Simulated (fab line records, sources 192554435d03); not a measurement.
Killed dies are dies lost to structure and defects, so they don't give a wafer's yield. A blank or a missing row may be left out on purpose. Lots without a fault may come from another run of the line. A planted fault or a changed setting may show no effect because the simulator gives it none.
Chamber matching | flow n5_finfet | N5_BEOL_M9_VIA_ETCH_34 on rie_diel-03: 4 sister chambers
The step etches SiCOH lowk in C4F6/O2, target depth 182.4 nm, time 68.4 s. 18 wafers are shown with their chamber, then 9 later ones without.

WAFERS WITH THEIR CHAMBER
wafer  | chamber | drypump_motor_current_A (A) | showerhead_plenum_p_Torr (Torr) | throttle_valve_pct (%)
L074.4 | 1       | 4.9                         | 2.98                            | 21.04
L074.5 | 2       | 6.6                         | 2.94                            | 20.75
L074.6 | 3       | 5.4                         | 2.80                            | 20.85
L080.1 | 1       | 4.9                         | 2.98                            | 21.05
L080.5 | 0       | 5.7                         | 2.79                            | 20.71
L080.6 | 3       | 5.4                         | 2.80                            | 20.86
L085.2 | 1       | 4.9                         | 2.97                            | 21.04
L085.5 | 3       | 5.4                         | 2.79                            | 20.87
L085.6 | 0       | 5.7                         | 2.78                            | 20.73
L086.1 | 0       | 5.7                         | 2.78                            | 20.73
L086.3 | 3       | 5.4                         | 2.79                            | 20.87
L086.4 | 1       | 4.9                         | 2.97                            | 21.07
L087.3 | 3       | 5.5                         | 2.79                            | 20.89
L087.4 | 2       | 6.6                         | 2.93                            | 20.77
L087.6 | 2       | 6.6                         | 2.93                            | 20.77
L088.3 | 2       | 6.6                         | 2.92                            | 20.79
L088.5 | 1       | 4.9                         | 2.97                            | 21.08
L088.6 | 2       | 6.6                         | 2.92                            | 20.78

SIGNATURES (means of the wafers above)
reading                  | chamber 0 | chamber 1 | chamber 2 | chamber 3 | scatter within a chamber
drypump_motor_current_A  | 5.700     | 4.900     | 6.600     | 5.420     | 0.0239
showerhead_plenum_p_Torr | 2.7833    | 2.9740    | 2.9280    | 2.7940    | 0.00647
throttle_valve_pct       | 20.7233   | 21.0560   | 20.7720   | 20.8680   | 0.0155
Rule: a wafer's distance from a chamber is the root of the sum, over the readings, of the square of ((its reading less the chamber's mean) divided by the reading's scatter). The wafer belongs to the nearest chamber; if the next one is less than 2 further off, it can't be placed. The scatter: the root of (the sum of the squares of (reading less its chamber's mean) over the shown wafers, divided by (wafers less chambers)).

WAFERS WITHOUT THEIR CHAMBER
wafer  | drypump_motor_current_A (A) | showerhead_plenum_p_Torr (Torr) | throttle_valve_pct (%)
L093.2 | 4.9                         | 2.97                            | 21.09
L093.4 | 5.5                         | 2.79                            | 20.90
L093.6 | 5.5                         | 2.79                            | 20.89
L091.1 | 4.9                         | 2.97                            | 21.07
L091.4 | 5.4                         | 2.78                            | 20.89
L091.5 | 5.7                         | 2.78                            | 20.72
L097.1 | 5.5                         | 2.78                            | 20.92
L097.3 | 4.9                         | 2.96                            | 21.11
L097.5 | 4.9                         | 2.96                            | 21.12

WHICH CHAMBER EACH WENT THROUGH
wafer  | from the rows above | in truth
L093.2 | 1                   | 1
L093.4 | 3                   | 3
L093.6 | 3                   | 3
L091.1 | 1                   | 1
L091.4 | 3                   | 3
L091.5 | 0                   | 0
L097.1 | 3                   | 3
L097.3 | 1                   | 1
L097.5 | 1                   | 1
Placed correctly: 9 of 9. Can't be placed from these rows: 0. Placed wrongly: 0.
